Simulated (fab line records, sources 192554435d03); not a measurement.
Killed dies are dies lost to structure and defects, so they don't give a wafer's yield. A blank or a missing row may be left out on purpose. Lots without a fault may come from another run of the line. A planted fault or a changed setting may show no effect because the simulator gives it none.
Split-lot experiment | flow n5_finfet | 7 lots, 21 wafers read, on a route of 1938 steps

THE SPLIT
At N5_MOL_CONTACT_COAG_CVD_140 (deposits W, target thk 66.5 nm, time 215 s), the setting target_thk_a was moved away from the recipe's 665 angstrom on 6 of the 21 wafers read, by -10.4% to +13.4%. The other wafers ran this setting at the recipe's value.

The reading is taken at the split's own step.

THE READING
W_of_MOL_CONTACT_COAG_CVD_140.thk_nm (the simulator's own value, which no gauge read), in nm, at N5_MOL_CONTACT_COAG_CVD_140 (deposits W, target thk 66.5 nm, time 215 s). The file gives no usual value for it. The 15 wafers here that ran the recipe average 66.8 nm, standard deviation 0.63 nm.

wafer  | tool, chamber at the split | target_thk_a as run, angstrom | against the recipe | W_of_MOL_CONTACT_COAG_CVD_140.thk_nm, nm | against lot-mates on the recipe
L080.2 | cvd_w-02, 1                | 665                           | recipe             | 67.4                                     | -
L080.4 | cvd_w-02, 0                | 665                           | recipe             | 67                                       | -
L080.6 | cvd_w-02, 0                | 689.3                         | +3.7%              | 70                                       | +2.8
L082.1 | cvd_w-02, 0                | 753.8                         | +13.4%             | 75.8                                     | +9.0
L082.2 | cvd_w-02, 1                | 753.8                         | +13.4%             | 75.2                                     | +8.4
L082.3 | cvd_w-02, 0                | 665                           | recipe             | 66.8                                     | -
L083.1 | cvd_w-02, 0                | 665                           | recipe             | 67.4                                     | -
L083.2 | cvd_w-02, 1                | 665                           | recipe             | 66                                       | -
L083.5 | cvd_w-02, 0                | 595.8                         | -10.4%             | 60                                       | -6.7
L086.1 | cvd_w-02, 0                | 665                           | recipe             | 66.2                                     | -
L086.3 | cvd_w-02, 0                | 665                           | recipe             | 66.8                                     | -
L086.6 | cvd_w-02, 0                | 691.8                         | +4.0%              | 69.2                                     | +2.7
L090.2 | cvd_w-02, 1                | 665                           | recipe             | 65.6                                     | -
L090.4 | cvd_w-02, 1                | 665                           | recipe             | 65.8                                     | -
L090.6 | cvd_w-02, 1                | 665                           | recipe             | 66.2                                     | -
L091.2 | cvd_w-01, 1                | 665                           | recipe             | 67.4                                     | -
L091.4 | cvd_w-01, 0                | 665                           | recipe             | 67                                       | -
L091.6 | cvd_w-01, 0                | 665                           | recipe             | 67                                       | -
L094.3 | cvd_w-01, 1                | 665                           | recipe             | 67.4                                     | -
L094.5 | cvd_w-01, 0                | 596                           | -10.4%             | 60.6                                     | -6.9
L094.6 | cvd_w-01, 1                | 665                           | recipe             | 67.6                                     | -

THE FIT
A straight line over all 21 wafers: W_of_MOL_CONTACT_COAG_CVD_140.thk_nm changes by +0.645 nm for each +1% of target_thk_a; r = +0.99; the points scatter about the line by 0.61 nm.
The same after taking each lot's own level away (the mean of its wafers on the recipe; 21 wafers): +0.655 nm for each +1%; r = +1.00; scatter 0.32 nm.
On that fit, the largest move of target_thk_a shifts the reading by 8.7 nm.
The lots' own levels span 65.87 to 67.50 nm, that is 2.6 times the standard deviation above.
So the lot-to-lot level changes the slope little: the two slopes agree.
Check: with one of the wafers moved furthest among these (+13.4%) left out of the fit, the line predicts +8.66 nm for it against its lot-mates. It came out at +9 nm against them.

THE FILE'S OWN FIT
W_of_MOL_CONTACT_COAG_CVD_140.thk_nm changes by +0.657 nm for each +1% of target_thk_a, r = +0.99.
